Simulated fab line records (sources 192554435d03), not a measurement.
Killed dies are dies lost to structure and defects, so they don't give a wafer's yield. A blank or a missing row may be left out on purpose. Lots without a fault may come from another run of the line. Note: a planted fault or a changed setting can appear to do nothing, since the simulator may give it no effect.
Comparing a struck lot with a sound one -- flow n5_finfet -- 28 out of 1938 route steps
Sound: these wafers, L247.4, L247.5, L247.6. The struck wafers were L246.2, L246.6. At the end, the cause is stated.
Per side, at each step with rows, come the tool, then ch with its chambers, and then its first start. Under that, the readings that differ: sound wafers -- struck wafers -- difference of the means -- sigmas: that difference in standard deviations of wafers without a fault.
alike: readings whose means differ by less than 2 such deviations, and words and numbers that are the same on both sides. not compared: withheld readings, readings that some wafer has no value for, bounds like >300 that may hide the same value, and numbers for which the record gives no deviation and whose values overlap.
The two part at a step that has a row with sigmas, a row that says differs or no value, or rows on one side only. Non-overlapping numbers with no deviation appear without sigmas and do not part them. Lack of a reading on every wafer of one side parts them only where that side has two or more wafers.

first, 8 steps without rows for these wafers: N5_MOL_CONTACT_COAG_ANNEAL_112 (time 1800 s); N5_BEOL_M0_SAQP_PECVD_00 (deposits SiCN from 3MS/NH3, target thk 8 nm, time 14 s); N5_BEOL_M0_SAQP_ILD_DEP_01 (deposits SiOC from DEMS/O2, target thk 45.419 nm, time 8.7 s); N5_BEOL_M0_SAQP_HM_DEP_02 (deposits TiN, target thk 12 nm); N5_BEOL_M0_SAQP_PECVD_03 (deposits SiCN from 3MS/NH3, target thk 12 nm, time 21.1 s); N5_BEOL_M0_SAQP_PECVD_96 (deposits a-Si from SiH4/He, target thk 45 nm, time 45.2 s); N5_BEOL_M0_SAQP_PECVD_97 (deposits SiNx from SiH4/NH3/N2, target thk 23 nm, time 19.9 s); N5_BEOL_M0_SAQP_PECVD_04 (deposits a-Si from SiH4/He, target thk 60 nm, time 60.2 s).
N5_BEOL_M0_SAQP_HM_DEP_111: deposits SiO2 from SiH4/N2O, target thk 12 nm, time 7.2 s.
  sound on pecvd-04 ch 0,1,2, day 10 23:53; struck on pecvd-02 ch 2, day 10 20:16
reading,sound,struck,difference,sigmas
susceptor_temp_C (C),400.20 399.98 400.02,- -,no value on the struck wafers,
model.SiO2_of_BEOL_M0_SAQP_HM_DEP_111.thk_nm (nm),12.2 12.2 12,6.4 6.4,-5.7,
  alike: heater_power_w, showerhead_plenum_p_Torr
then, 12 steps without rows for these wafers: N5_BEOL_M0_SAQP_COAT_81 (time 60 s, resist thk 100 nm); N5_BEOL_M0_SAQP_COAT_82 (time 60 s, resist thk 30 nm); N5_BEOL_M0_SAQP_COAT_08 (resist thk 90 nm); N5_BEOL_M0_SAQP_EBR_10; N5_BEOL_M0_SAQP_SOFTBAKE_09 (time 60 s); N5_BEOL_M0_SAQP_EXPOSE_11 (exposes mask M0 CORE, target cd 42 nm); N5_BEOL_M0_SAQP_PEB_12 (peb time 60 s); N5_BEOL_M0_SAQP_DEVELOP_13 (develop time 30 s); N5_BEOL_M0_SAQP_DESCUM_19 (chemistry O2, time 7.9 s); N5_BEOL_M0_SAQP_ETCH_83 (etches SiARC in CF4, target depth 39 nm, time 65 s); N5_BEOL_M0_SAQP_ETCH_84 (etches SOC in N2/H2, target depth 100 nm, overetch 20 nm, time 150 s); N5_BEOL_M0_SAQP_STRIP_80 (strips in N2/H2).
N5_BEOL_M0_SAQP_HM_OPEN_112: chemistry CHF3/O2, target SiO2, stops on a-Si, target depth 12 nm, time 13.5 s.
  sound on rie_diel-02 ch 1,2,3, day 11 00:47; struck on rie_diel-06 ch 1,2, day 10 21:14
reading,sound,struck,difference,sigmas
rf_vpp_V (V),510 509 516,528 529,+17,+3
model.etch.depth_nm (nm),12.15 12.15 12.09,6.437 6.433,-5.695,
  alike: O2_flow_sccm, drypump_motor_current_A, oes_o_777_au, oes_product_au, showerhead_plenum_p_Torr, throttle_valve_pct
  not compared: rf_hours_counter_h
then, 3 steps without rows for these wafers: N5_BEOL_M0_SAQP_STRIP_113 (strips in CHF3/O2); N5_BEOL_M0_SAQP_MANDREL_ETCH_20 (etches a-Si in HBr/Cl2, stops on SiNx, target depth 60 nm, bt time 10 s, time 30 s); N5_BEOL_M0_SAQP_STRIP_86 (strips in N2/H2).
N5_BEOL_M0_SAQP_STRIP_115: strips in post etch residue remover, time 60 s.
  sound on wet_bench-02 ch 3,5,6, day 11 01:01; struck on wet_bench-03 ch 0,3, day 10 21:38
reading,sound,struck,difference,sigmas
model.SiO2_of_BEOL_M0_SAQP_HM_DEP_111.thk_nm (nm),12 12 12,6.4 6.4,-5.6,
then, 1 step without rows for these wafers: N5_BEOL_M0_SAQP_SRD_93 (time 30 s).
-- the record jumps here: 3 days lie between the struck wafers' starts before and after (it left off in module BEOL_M0_SAQP and takes up again in module BEOL_M4, whose first step shown is number 1111 of the route) --
N5_BEOL_M4_RC_MEAS_101:
  sound on prober-02 ch 0, day 14 01:14; struck on prober-02 ch 0, day 13 21:13
reading,sound,struck,difference,sigmas
DIBL_N (mV/V),37.9 37.9 39.4,34.6 32.7,-4.7,-3
DIBL_P (mV/V),38.7 38.7 40.0,35.8 32.7,-4.9,-2
IOFF_N (nA/um),0.20 0.21 0.22,0.16 0.12,-0.07,-2
IOFF_P (nA/um),0.28 0.28 0.30,0.22 0.18,-0.09,-2
SS_P (mV/dec),73.9 73.9 74.3,72.5 72.6,-1.5,-2
VT_N (mV),244 245 244,250 252,+7,+2
  alike: ION_N, ION_P, SS_N, VT_P

WHERE THEY PART
At N5_BEOL_M0_SAQP_HM_DEP_111 first; at N5_BEOL_M4_RC_MEAS_101 last (within this record only).

WHY: what the simulator had put in
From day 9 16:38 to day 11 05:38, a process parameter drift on pecvd-02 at N5_BEOL_M0_SAQP_HM_DEP_111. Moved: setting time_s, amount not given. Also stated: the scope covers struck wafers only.
